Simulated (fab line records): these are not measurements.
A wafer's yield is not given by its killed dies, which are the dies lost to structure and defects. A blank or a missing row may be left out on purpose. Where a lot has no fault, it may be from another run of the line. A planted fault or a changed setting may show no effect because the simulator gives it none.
A struck lot beside a sound one + flow n5 finfet + 13 out of 1938 route steps
Sound: wafers L240.1, L240.3, L240.6. Wafers struck: L250.1, L250.3, L250.5. The cause is given at the end.
At each step with rows: each side's tool, then ch and its chambers, then its first start. Under that, the readings that differ: sound wafers + struck wafers + difference of the means + sigmas: that difference in standard deviations of wafers without a fault.
alike: words and numbers the same on both sides, and readings whose means are apart by under 2 such deviations; not compared: readings that were withheld, readings missing a value for some wafer, numbers with overlapping values and no deviation given by the record, and bounds like >300 which may hide the same value.
A row with sigmas, a row that says differs or no value, or rows on one side alone: a step with any of these is where the two part. When numbers do not overlap yet have no deviation, they are printed without sigmas and do not part them. Lack of a reading on every wafer of one side parts them only where that side has two or more wafers.

first, 9 steps without rows for these wafers: N5_BEOL_M4_SOFTBAKE_23 (time 60 s); N5_BEOL_M4_EXPOSE_25 (exposes mask V3, defocus 5 nm); N5_BEOL_M4_PEB_26 (peb time 60 s); N5_BEOL_M4_DEVELOP_27 (develop time 30 s); N5_BEOL_M4_DESCUM_33 (chemistry O2, time 7 s); N5_BEOL_M4_ETCH_77 (etches underlayer in N2/H2, target depth 6.5 nm, time 5.2 s); N5_BEOL_M4_ETCH_69 (etches SiARC in CF4, target depth 15.6 nm, time 26 s); N5_BEOL_M4_ALD_98 (deposits SiO2, target thk 2.5 nm, pulse time 1 s, co reactant pulse time 1 s); N5_BEOL_M4_ETCHBACK_99 (etches SiO2 in CHF3, target depth 5 nm, time 10.4 s).
N5_BEOL_M4_ETCH_70: etches SOC in N2/H2, target depth 80 nm, overetch 24 nm, time 130 s.
  sound on rie diel-01 ch 0,2,3, day 10 12:59; struck on rie diel-01 ch 0,1,2, day 13 05:31
| reading                                    | sound       | struck      | difference | sigmas |
|--------------------------------------------|-------------|-------------|------------|--------|
| model.SiARC_of_BEOL_M4_COAT_68.thk nm (nm) | 5.8 5.8 5.8 | 2.6 2.4 2.4 | -3.3       |        |
  alike: drypump motor current A, oes product au, rf vpp V, showerhead plenum p Torr, throttle valve pct
  not compared: rf hours counter h
then, 1 step without rows for these wafers: N5_BEOL_M4_STRIP_71 (strips in N2/H2).
N5_BEOL_M4_RC_MEAS_101:
  sound on prober-02 ch 0, day 10 17:12; struck on prober-01 ch 0, day 13 12:02
  alike: DIBL_N, DIBL_P, IOFF_N, IOFF_P, ION_N, ION_P, SS_N, SS_P, VT_N, VT_P
-- the record jumps here: 5 days lie between the struck wafers' starts before and after (it left off in module BEOL_M4 and takes up again in module PASSIVATION, whose first step shown is number 1936 of the route) --
N5_PASSIVATION_PROBE_49:
  only the struck wafers here have rows in the record (prober-01, day 18 01:50); the sound ones have none

WHERE THEY PART
Within this record, at N5_PASSIVATION_PROBE_49 only.

WHY: the cause the simulator had injected
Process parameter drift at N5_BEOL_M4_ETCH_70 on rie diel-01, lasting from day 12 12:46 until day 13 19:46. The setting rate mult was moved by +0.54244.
